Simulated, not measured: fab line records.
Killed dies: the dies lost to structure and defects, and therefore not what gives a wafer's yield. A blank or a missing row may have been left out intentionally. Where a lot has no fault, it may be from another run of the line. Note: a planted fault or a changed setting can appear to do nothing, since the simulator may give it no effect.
A single fault, viewed from 2 desks + flow n5_finfet + every desk sees just its own numbers, and what lay behind them comes last

## TOOL OWNER'S DESK, ald_sin-01
The tool's own readings at N5_MOL_CONTACT_COAG_ALD_131 (deposits SiO2, target thk 5 nm, pulse time 1 s, co reactant pulse time 1 s): means of the sampled wafers that have a number, for each lot that ran on this tool. The brackets show how far a lot's mean lies from the usual mean; more than 4 standard deviations puts the lot out of limits, marked OUT.
Columns: A = heater_power_w at N5_MOL_CONTACT_COAG_ALD_131, usual 80 W; B = precursor_pulse_height_rel at N5_MOL_CONTACT_COAG_ALD_131, usual 0.998
| lot  | first seen here | A  | B     |
|------|-----------------|----|-------|
| L302 | day 6 00:52     | 79 | 0.999 |
| L303 | day 6 04:29     | 71 | 0.992 |
| L307 | day 7 09:15     | 69 | 0.992 |
| L317 | day 9 14:00     | 78 | 0.990 |
| L319 | day 10 01:40    | 80 | 1.013 |
| L320 | day 10 12:22    | 88 | 0.999 |
Result from this desk: across the 6 lots, nothing is out of limits.

## THE METROLOGY DESK
What the gauges read, lot by lot, whatever tool the lot ran on: means of the sampled wafers that have a number. The brackets show how far a lot's mean lies from the usual mean; more than 4 standard deviations puts the lot out of limits, marked OUT. 7 of its 11 readings are shown, namely those furthest out on some lot.
Columns: A = DIBL_N at N5_BEOL_M4_RC_MEAS_101, usual 36.9 mV/V; B = IOFF_P at N5_BEOL_M4_RC_MEAS_101, usual 0.23 nA/um; C = ION_N at N5_BEOL_M4_RC_MEAS_101, usual 673 uA/um; D = ION_P at N5_BEOL_M4_RC_MEAS_101, usual 462 uA/um; E = SS_N at N5_BEOL_M4_RC_MEAS_101, usual 71.8 mV/dec; F = VT_N at N5_BEOL_M4_RC_MEAS_101, usual 250 mV; G = VT_P at N5_BEOL_M4_RC_MEAS_101, usual -249.7 mV
| lot  | first seen here | A    | B    | C   | D   | E    | F   | G      |
|------|-----------------|------|------|-----|-----|------|-----|--------|
| L300 | day 5 08:37     | 35.1 | 0.22 | 677 | 466 | 71.4 | 251 | -247.9 |
| L302 | day 5 23:07     | 35.0 | 0.18 | 670 | 457 | 70.9 | 251 | -251.9 |
| L299 | day 6 00:55     | 38.3 | 0.20 | 675 | 449 | 72.0 | 249 | -250.9 |
| L303 | day 6 02:31     | 35.9 | 0.20 | 668 | 459 | 72.1 | 253 | -250.8 |
| L304 | day 6 05:32     | 39.5 | 0.29 | 672 | 468 | 71.8 | 247 | -245.2 |
| L307 | day 7 06:51     | 36.0 | 0.23 | 664 | 462 | 72.2 | 250 | -246.1 |
| L310 | day 8 00:13     | 34.5 | 0.21 | 664 | 464 | 71.0 | 254 | -250.1 |
| L317 | day 9 12:44     | 38.1 | 0.22 | 687 | 462 | 71.6 | 246 | -250.4 |
| L319 | day 10 00:05    | 36.7 | 0.23 | 694 | 476 | 71.5 | 246 | -250.5 |
| L320 | day 10 10:31    | 35.0 | 0.21 | 649 | 453 | 72.1 | 250 | -248.8 |
| L322 | day 10 21:16    | 36.9 | 0.28 | 699 | 479 | 72.4 | 244 | -247.3 |
Result from this desk: across the 11 lots, nothing is out of limits.

## ALL TOGETHER
Nothing out of limits was seen by the tool owner's desk.
Nothing out of limits was seen by the metrology desk.

## WHAT HAD BEEN PUT IN BY THE SIMULATOR
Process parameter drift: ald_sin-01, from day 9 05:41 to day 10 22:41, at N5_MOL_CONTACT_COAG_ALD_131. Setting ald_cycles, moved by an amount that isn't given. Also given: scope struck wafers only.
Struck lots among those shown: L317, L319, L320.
